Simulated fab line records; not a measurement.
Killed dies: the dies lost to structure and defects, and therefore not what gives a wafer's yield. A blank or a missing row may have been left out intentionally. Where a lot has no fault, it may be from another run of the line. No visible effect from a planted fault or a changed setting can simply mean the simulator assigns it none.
fab line records	flow nandHarc
[record] lots = 6	wafers = 18	lastDay = 24
route steps=1159 shown A_SLIT@802 A_SIN_REMOVE@804 A_WL_FILL@809 END@1159
lots that met no fault: taken from a fault-free run of the same line
startH: start of the lot's first displayed wafer, in hours after the record's first day	waitH: hours elapsed since this lot's preceding step	" unchanged from the row above	L1.1+2: a row that stands for several wafers	- no value present, or no start provided	* or withheld: withheld	< > ~ a bound
route shown NAME@n: NAME is a module with steps in the file, n the number in the route of the first one	usual: mean and standard deviation over wafers with no fault	same: alike in all rows	chamber/n: place in a boat	sites: readings site by site	_std_site: the values' standard deviation	_edge_site: mean of outer sites minus mean of inner sites	radiusMm: for every site, how far away it sits from the centre of the wafer	mask NAME#n: copy n	behind: tool/chamber where the wafer was last shaped	hold: reason for holding the lot/hours on hold/outcome of the hold	device: which transistor (n, p or np) failed to switch	end of line: the tests these same wafers got at the end of their route	a step given without rows: its recipe and nothing more	killed: count of dies lost to structure and defects at first sort (not the wafer's yield)	map: a wafer's dies, marking killed ones x, the rest . and places with no die _
set.NAME: the setting the step ran with; set.NAME@STEP: the setting that earlier step ran with	model.NAME: the simulator's own value behind a step, which no gauge read
lots seen at some steps along the route; tables by step, rows by wafer
services: when a tool's chamber went out of use (startH, in hours from the record's first day, below 0 if earlier), for how many hours, and the reason
[[steps]]
[step NHARC_A_SLIT_SRD_20]
[step NHARC_A_SLIT_CD_MEAS_21]
[usual] cdNm = 289.5/0.71
lot.wafer	tool	chamber	startH	waitH	cdNm
L374.1	cdSem-01	-	347.57	-	289.1
L374.2	"	-	"	"	289.1
L374.6	"	-	"	"	288.9
L380.2	cdSem-03	-	383.76	-	290.5
L380.3	"	-	"	"	290.3
L380.4	"	-	"	"	290.6
L383.1	cdSem-01	-	402.58	-	291.0
L383.4	"	-	"	"	290.3
L383.6	"	-	"	"	290.4
L387.2	cdSem-03	-	419.76	-	288.9
L387.3	"	-	"	"	288.7
L387.4	"	-	"	"	289.1
L388.2	cdSem-02	-	424.86	-	289.4
L388.3	"	-	"	"	289.0
L388.5	"	-	"	"	289.0
L393.1	cdSem-03	-	471.06	0.1	289.9
L393.4	"	-	"	"	290.4
L393.6	"	-	"	"	290.0
[step NHARC_A_SIN_REMOVE_WET_00]
[recipe] tempC = 160	timeS = 15300	chemistry = H3PO4
[step NHARC_A_SIN_REMOVE_PRECLEAN_01]
[recipe] timeS = *	tempC = 50	bathAgeMin = 0	chemistry = SC1
[step NHARC_A_SIN_REMOVE_SRD_02]
[step NHARC_A_SIN_REMOVE_INSPECT_04]
[usual] rawDefectCount = 298/88
lot.wafer	tool	chamber	startH	waitH	rawDefectCount
L374.1	defectInspect-02	-	354.01	0.0	238
L374.2	"	-	"	"	229
L374.6	"	-	"	"	294
L380.2	defectInspect-02	-	391.41	0.0	194
L380.3	"	-	"	"	290
L380.4	"	-	"	"	290
L383.1	defectInspect-01	-	410.24	0.0	330
L383.4	"	-	"	"	387
L383.6	"	-	"	"	300
L387.2	defectInspect-02	-	427.43	0.0	280
L387.3	"	-	"	"	276
L387.4	"	-	"	"	253
L388.2	defectInspect-01	-	430.64	0.0	346
L388.3	"	-	"	"	296
L388.5	"	-	"	"	283
L393.1	defectInspect-01	-	478.80	0.0	197
L393.4	"	-	"	"	321
L393.6	"	-	"	"	194
[step NHARC_A_WL_FILL_ALD_00]
[recipe] targetThkA = 30	pulseTimeS = 3	aldCycles = 30	tempC = 300	material = Al2O3
[usual] heaterPowerW = 446/40	precursorPulseHeightRel = 1.001/0.022
lot.wafer	tool	chamber	startH	waitH	heaterPowerW	precursorPulseHeightRel
L374.2	aldHk-02	2	354.07	0.1	479	0.973
L374.1	"	3	"	"	442	0.974
L374.6	"	3	"	"	446	1.013
L380.4	aldHk-02	1	391.48	0.1	429	0.999
L380.2	"	3	"	"	443	0.991
L380.3	"	0	"	"	386	0.996
L383.4	aldHk-02	3	410.30	0.1	446	0.991
L383.1	"	2	"	"	468	1.015
L383.6	"	0	"	"	385	0.973
L387.2	aldHk-02	1	427.49	0.1	435	0.962
L387.3	"	2	"	"	464	0.978
L387.4	"	3	"	"	445	0.982
L388.2	aldHk-04	0	430.70	0.1	489	1.029
L388.3	"	1	"	"	454	1.024
L388.5	"	1	"	"	467	1.005
L393.4	aldHk-04	3	478.87	0.1	436	0.989
L393.1	"	2	"	"	430	1.038
L393.6	"	0	"	"	485	0.988
[step NHARC_A_WL_FILL_RTA_01]
[recipe] tempC = 1000	timeS = 5
[usual] lampPowerPct = 32.9/1.5	wafer_temp_C_max = 1005.8/2.7
lot.wafer	tool	chamber	startH	waitH	lampPowerPct	wafer_temp_C_max
L374.1	rtpAnneal-02	0	354.34	-	31.3	1003.5
L374.2	"	0	"	"	31.3	1003.7
L374.6	"	0	"	"	31.3	1003.1
L380.2	rtpAnneal-01	0	391.85	-	34.2	1007.4
L380.3	"	0	"	"	34.2	1009.9
L380.4	"	0	"	"	34.2	1007.8
L383.1	rtpAnneal-02	0	410.57	-	31.3	1002.5
L383.4	"	0	"	"	31.3	1002.7
L383.6	"	0	"	"	31.3	1002.8
L387.2	rtpAnneal-01	0	427.79	-	34.2	1006.0
L387.3	"	0	"	"	34.2	1007.8
L387.4	"	0	"	"	34.2	1009.5
L388.2	rtpAnneal-02	0	431.15	-	31.2	1002.5
L388.3	"	0	"	"	31.2	1002.9
L388.5	"	0	"	"	31.3	1002.9
L393.1	rtpAnneal-01	0	479.14	-	34.2	1008.5
L393.4	"	0	"	"	34.2	1007.6
L393.6	"	0	"	"	34.2	1008.4
[step NHARC_A_WL_FILL_ALD_02]
[recipe] targetThkA = 20	pulseTimeS = 3	aldCycles = 100	tempC = 450	material = TiN
[usual] heaterPowerW = 1083/130	precursorPulseHeightRel = 0.999/0.019
lot.wafer	tool	chamber	startH	waitH	heaterPowerW	precursorPulseHeightRel
L374.1	aldMetal-02	3	354.56	0.2	1059	0.981
L374.2	"	2	"	"	1122	0.998
L374.6	"	0	"	"	1132	0.993
L380.3	aldMetal-03	2	392.04	0.1	1347	1.032
L380.2	"	3	"	"	878	0.999
L380.4	"	1	"	"	1101	1.003
L383.1	aldMetal-03	2	410.82	0.2	1332	0.988
L383.4	"	3	"	"	876	0.998
L383.6	"	1	"	"	1105	0.986
L387.3	aldMetal-03	1	427.98	0.1	1114	1.010
L387.4	"	2	"	"	1327	1.003
L387.2	"	3	"	"	883	1.004
L388.3	aldMetal-01	3	431.34	0.1	1172	1.028
L388.2	"	2	"	"	1017	0.976
L388.5	"	0	"	"	921	0.989
L393.4	aldMetal-01	3	479.36	0.1	1220	1.008
L393.1	"	1	"	"	931	0.997
L393.6	"	0	"	"	904	1.009
[step NHARC_A_WL_FILL_CVD_03]
[recipe] targetThkA = 400	tempC = 300	pressureTorr = 40	wf6FlowSccm = 40	h2FlowSccm = 1600	arFlowSccm = 1560	timeS = 3302	material = W
[usual] heaterPowerW = 458/45	mfcH2Sccm = 1601/4.5	throttleValvePct = 8.0/0.36
lot.wafer	tool	chamber	startH	waitH	heaterPowerW	mfcH2Sccm	throttleValvePct
L374.1	cvdW-01	1	355.00	0.1	454	1604	7.4
L374.2	"	0	"	"	438	1598	8.4
L374.6	"	1	356.86	1.9	467	1603	7.5
L380.2	cvdW-01	1	396.83	4.4	456	1597	7.3
L380.3	"	0	"	"	442	1600	8.2
L380.4	"	1	"	"	455	1595	7.5
L383.1	cvdW-01	1	413.95	2.8	455	1595	7.4
L383.4	"	0	415.35	4.2	448	1593	8.2
L383.6	"	0	"	"	440	1597	8.2
L387.2	cvdW-01	0	430.48	2.1	442	1594	8.2
L387.3	"	0	"	"	454	1597	8.1
L387.4	"	1	"	"	467	1606	7.5
L388.2	cvdW-01	1	434.29	2.6	454	1601	7.5
L388.3	"	1	"	"	460	1601	7.5
L388.5	"	1	"	"	446	1606	7.6
L393.1	cvdW-02	0	480.26	0.5	399	1611	8.0
L393.4	"	1	"	"	522	1598	8.3
L393.6	"	1	"	"	515	1595	8.1
[step NHARC_A_WL_FILL_ETCHBACK_04]
[recipe] targetDepthA = 600	timeS = 120	chemistry = NF3
[usual] drypumpMotorCurrentA = 5.90/0.18	oesProductAu = 0.999/0.0078	runLengthS = 141.3/0.45
lot.wafer	tool	chamber	startH	waitH	drypumpMotorCurrentA	oesProductAu	rfHoursCounterH	runLengthS
L374.2	rieMetal-03	0	358.28	2.3	6.17	0.991	2.1	141.7
L374.1	"	1	"	"	6.06	0.999	2.1	140.9
L374.6	"	1	"	"	6.11	0.985	-	140.9
L380.2	rieMetal-02	0	399.68	2.4	5.92	1.003	0.0	98.4
L380.3	"	1	"	"	5.64	1.013	-	141.3
L380.4	"	0	"	"	5.94	1.009	-	98.2
L383.1	rieMetal-02	0	417.26	2.8	5.93	1.017	0.7	98.8
L383.4	"	0	"	"	5.95	1.014	-	98.5
L383.6	"	0	"	"	5.95	0.998	-	98.6
L387.2	rieMetal-01	1	433.76	2.8	6.07	1.002	2.8	141.1
L387.3	"	1	"	"	6.06	1.003	-	141.7
L387.4	"	0	"	"	5.77	0.975	-	140.2
L388.2	rieMetal-03	0	437.08	2.3	6.20	0.996	3.8	142.0
L388.3	"	0	"	"	6.17	0.997	-	142.1
L388.5	"	1	"	"	6.10	1.001	-	141.4
L393.1	rieMetal-02	0	483.08	2.4	5.92	1.000	3.2	141.4
L393.4	"	1	"	"	5.62	1.006	-	141.3
L393.6	"	0	"	"	5.94	1.004	-	141.1
[step NHARC_A_WL_FILL_ETCHBACK_05]
[recipe] targetDepthA = 220	timeS = 60	tempC = 40	chemistry = Cl2/BCl3
[usual] drypumpMotorCurrentA = 5.90/0.18	oesProductAu = 1.001/0.0072	runLengthS = 81.3/0.45	tempC = 40.01/0.12
lot.wafer	tool	chamber	startH	waitH	drypumpMotorCurrentA	oesProductAu	rfHoursCounterH	runLengthS	tempC
L374.2	rieMetal-03	0	358.59	0.3	6.19	1.000	2.2	81.9	40.02
L374.1	"	1	"	"	6.09	0.992	2.2	80.9	40.03
L374.6	"	0	"	"	6.21	0.994	-	81.6	40.01
L380.2	rieMetal-02	1	399.90	0.2	5.65	1.004	0.1	81.4	40.16
L380.4	"	0	"	"	5.93	1.008	-	81.4	40.01
L380.3	"	1	"	"	5.66	1.007	-	81.9	40.27
L383.1	rieMetal-02	0	417.70	0.4	5.94	1.016	0.9	81.6	40.11
L383.4	"	0	"	"	5.93	1.008	-	81.4	40.04
L383.6	"	0	"	"	5.94	1.001	-	81.4	40.00
L387.2	rieMetal-01	0	434.02	0.2	5.78	0.998	2.7	80.8	39.87
L387.3	"	1	"	"	6.04	1.000	-	81.2	40.08
L387.4	"	0	"	"	5.75	1.001	-	80.5	39.83
L388.2	rieMetal-03	0	437.33	0.2	6.21	0.996	4.0	81.6	40.16
L388.3	"	1	"	"	6.10	1.004	-	81.0	40.06
L388.5	"	0	"	"	6.22	1.004	-	81.8	40.14
L393.1	rieMetal-02	0	483.34	0.2	5.94	1.005	3.3	81.2	39.80
L393.4	"	1	"	"	5.66	1.009	-	81.4	39.99
L393.6	"	0	"	"	5.94	1.007	-	81.2	39.95
[step NHARC_END_SORT_01]
[recipe] tempC = 25
[usual] killedAtArray = 24/7.4	killedAtOther = 0.5/0.81	killedAtPeriphery = 3.4/2.3	killedDies = 28/8	killedOpen = 3.4/1.8	killedShort = 2.0/1.4
[same] grossDies = 677
lot.wafer	tool	chamber	startH	waitH	killedAtArray	killedAtOther	killedAtPeriphery	killedDies	killedOpen	killedShort
L380.2	prober-01	0	498.26	2.8	645	0	10	655	2	6
L380.4	prober-01	0	499.88	3.4	658	0	4	662	4	2
L383.1	prober-01	0	517.16	2.5	658	0	2	660	1	0
L383.4	prober-01	0	519.58	3.4	656	0	5	661	4	1
L383.6	prober-01	0	521.18	4.0	651	0	2	653	6	0
// killed by level:class
L380.2 A_WL_FILL:areaEtchback=624 A_SLIT:chamberFilmFlake=9 P_ZERO_WELL:chamberFilmFlake=7 A_CHANNEL_FILL_D1:geometricParticle:short=3 A_WL_FILL:geometricParticle:short=3 P_STI:chamberFilmFlake=2 A_WL_FILL:chamberFilmFlake=2 P_CONTACT:geometricParticle:open=1
L380.4 A_WL_FILL:areaEtchback=626 A_SLIT:chamberFilmFlake=10 A_CHANNEL_HOLE_D1:chamberFilmFlake=6 A_STAIRCASE:chamberFilmFlake=5 A_CONTACT:chamberFilmFlake=4 A_WL_FILL:chamberFilmFlake=2 P_STI:geometricParticle:short=1 P_GATE:geometricParticle:open=1
L383.1 A_WL_FILL:areaEtchback=637 A_CHANNEL_HOLE_D1:chamberFilmFlake=11 A_CONTACT:chamberFilmFlake=6 A_STAIRCASE:chamberFilmFlake=3 A_CONTACT:geometricParticle:open=1 P_ZERO_WELL:chamberFilmFlake=1 P_GATE:chamberFilmFlake=1
L383.4 A_WL_FILL:areaEtchback=633 A_CHANNEL_HOLE_D1:chamberFilmFlake=13 A_STAIRCASE:chamberFilmFlake=3 A_CONTACT:chamberFilmFlake=3 P_GATE:geometricParticle:open=1 P_CONTACT:geometricParticle:open=1 P_M2:geometricParticle:open=1 A_CHANNEL_FILL_D1:geometricParticle:open=1
L383.6 A_WL_FILL:areaEtchback=626 A_CHANNEL_HOLE_D1:chamberFilmFlake=8 A_CONTACT:chamberFilmFlake=8 A_CONTACT:geometricParticle:open=2 P_ZERO_WELL:chamberFilmFlake=2 A_STAIRCASE:chamberFilmFlake=2 A_ONON_D1:geometricParticle:open=1 A_CHANNEL_FILL_D1:geometricParticle:open=1
// map L380.4 (x killed, . not)
____________x____________
_________xxxxxxx_________
_______xxxxxxxxxxx_______
______xxxxxxxxxxxxx______
_____xxxxxxxxxxxxxxx_____
____xxxxxxx.xxxxxxxxx____
____xxxxxxxxxxxxxxxxx____
___xxxxxxxxxxxxxxxxxxx___
___xxxxxxxxxxxxxxx.xxx___
__xxxxxxxxxxxxxxxxxxxxx__
__xxxxxxxxxxxxxxxx.xxxx__
_xxxxxxxxxxxxxxxxxxxxxxx_
_xxxxxxxxxxxxxxxxxxxxxxx_
_xxxxxxxxxxxxxxxxxxxxxxx_
_xx.xxxxxxxxxxxxxxxxxxxx_
_xxxxxxxxxxxxxxxxxxxxxxx_
xxxxxxxxxxxxxxxxxxxxxxxxx
xxxxxxxxxxxxxxxxxxxxxxxxx
xxxxxxxxxxxxxxxxxxxxxxxxx
xxxxxxxxxxxxxxxxxxxxxxxxx
xxxxxxxxxxxxxxxxxxxxxxxxx
_xxxxxxxxxxxxx.xxxxxxxxx_
_xxxxxxx.xxxxxxxxxxxxxxx_
_xxxxx.xxxxxxxxxxxxxxxxx_
_xxxxxxxxxxxxxxxxxx.xxxx_
_xxxxxxxxxxxxxxxxxxxxxxx_
__xxxxxxx.xxxxxxxxxxxxx__
__xxxxxxxxxxxxxxx.x.xxx__
___xxxxxxxxxxxxxxxxxxx___
___xxxxxxxxxxxxxxxxxxx___
____xxxxxxxxxxxxxxxxx____
____xxxxxxxxxxxxxxx..____
_____xxxxxxxxxxxxxxx_____
______xxxxxxxxx.xx.______
_______xxxxxxxxxxx_______
_________xxxxxxx_________
____________x____________
// map L383.4 (x killed, . not)
____________x____________
_________xxxxxxx_________
_______xxxxxxxxxxx_______
______xxxxxxxxxxxxx______
_____xxxxxxxxxxxxxxx_____
____xxxxxxxxxxxxxxxxx____
____xxxxxxxxxxxxxxxxx____
___xxxxxxxxxxxxxxxxxxx___
___xxxxxxxxxxxxxxxxxxx___
__xxxxxxxxxxxxxxxxx.xxx__
__xxxxxxxxxxxxxxxxxxxxx__
_xxxxxxxxxxxxxxxxxxxxxxx_
_xxxxxxxxxxxxxxxxxxxxxxx_
_xxxxxxxxxxxxxxxxxxxxxx._
_xxxxxxxxxxxxxxxxxxxx.x._
_xxxxxxxxxxxxxxxxxxxxxxx_
xxxxxxxxxxxxxxxxxxxxxxxxx
x.xxxxxxxxxxxxxxxxxxxx.x.
xxxxxxxxxxxxxxxxxxxxxxxxx
xxxxxxxxxxxxxxxxxxxxxxxxx
xxxxxxxxxxxxxxxxxxxxxxxxx
_xxxxxxxxxxxxxxxxxxxxxxx_
_xxxxxxxxxxxxxxxxxxxxxxx_
_xxxxxxxxxxxxxxxxxxxxxxx_
_x.xxxxxxxxxxxxxxxxxxxxx_
_xxxxxxxxxxxxxxxxxxx.xxx_
__xxxxxxxxxxxxxxxxxxx.x__
__xxxxxxxxxxxxxxxxxxxxx__
___xxxxxxxxxxxxxxxxxxx___
___xxxxxxxxxxxxxxxxxxx___
____xxxxxxxxxxxxxxxxx____
____xxxxxxxxxxxxxxxxx____
_____xxxxxxxxxx.xxxx_____
______xxxxxxx.xxxx.______
_______x..xxxxxxxx_______
_________xxxxxx._________
____________x____________
[[services]]
tool	chamber	startH	hours	kind
rieMetal-01	-	332.00	9.0	pm
aldMetal-01	1	337.58	19.1	repair
cvdW-02	-	349.77	2.3	repair
aldMetal-02	-	364.00	10.0	pm
cvdW-02	-	380.93	13.0	pm
rieMetal-02	-	388.00	9.0	pm
rieMetal-02	0	388.00	9.0	ventCycle
rieMetal-02	1	388.00	9.0	ventCycle
aldMetal-03	0	389.25	2.4	repair
rieMetal-02	0	397.00	-	clean
rieMetal-02	1	397.00	-	clean
aldMetal-02	2	401.70	26.7	repair
cvdW-01	0	404.49	2.8	repair
rieMetal-02	1	404.98	17.1	repair
rieMetal-01	0	412.54	4.8	repair
rieMetal-03	0	414.92	17.5	repair
aldHk-04	-	419.71	10.0	pm
rieMetal-03	-	453.00	9.0	pm
rieMetal-03	0	453.00	9.0	ventCycle
aldMetal-01	-	458.00	10.0	pm
aldMetal-03	2	466.64	7.7	repair
cvdW-01	-	474.92	13.0	pm
cvdW-01	0	474.92	13.0	ventCycle
cvdW-01	1	474.92	15.8	ventCycle
[[key]]
[firstSign] step = NHARC_A_WL_FILL_ETCHBACK_04	reading = runLengthS	direction = down	sigmas = 96	usual = *	struck = *
[effect] step = NHARC_END_SORT_01	reading = killedAtArray	direction = up	sigmas = 85	usual = 24	struck = 654
[moreKillsBornAt] NHARC_A_WL_FILL_ETCHBACK_04@rieMetal-02 = 3146
metAt NHARC_A_WL_FILL_ETCHBACK_04
struckWafers L380.2,L380.4,L383.1,L383.4,L383.6
laterRowsLeftOut L380.2,L380.4,L383.1,L383.4,L383.6
testerLeftOut L380,L383
[fault] kind = processParameterDrift	tool = rieMetal-02	chamber = 0	onsetH = 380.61	steps = NHARC_A_WL_FILL_ETCHBACK_04	channel = timeS	offset = *	shape = step	endH = 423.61	actsIn = *	stated = *
// testerLeftOut: of these lots the tester's yield and bins aren't shown, on N5 and GAA mostly nor the transistor test; their killed dies are dies lost to structure and defects alone, not to doping, threshold or leakage, so they don't give the yield
// laterRowsLeftOut: the simulator's readings of these wafers behind a module that went badly wrong aren't trusted and aren't shown, but for the sort
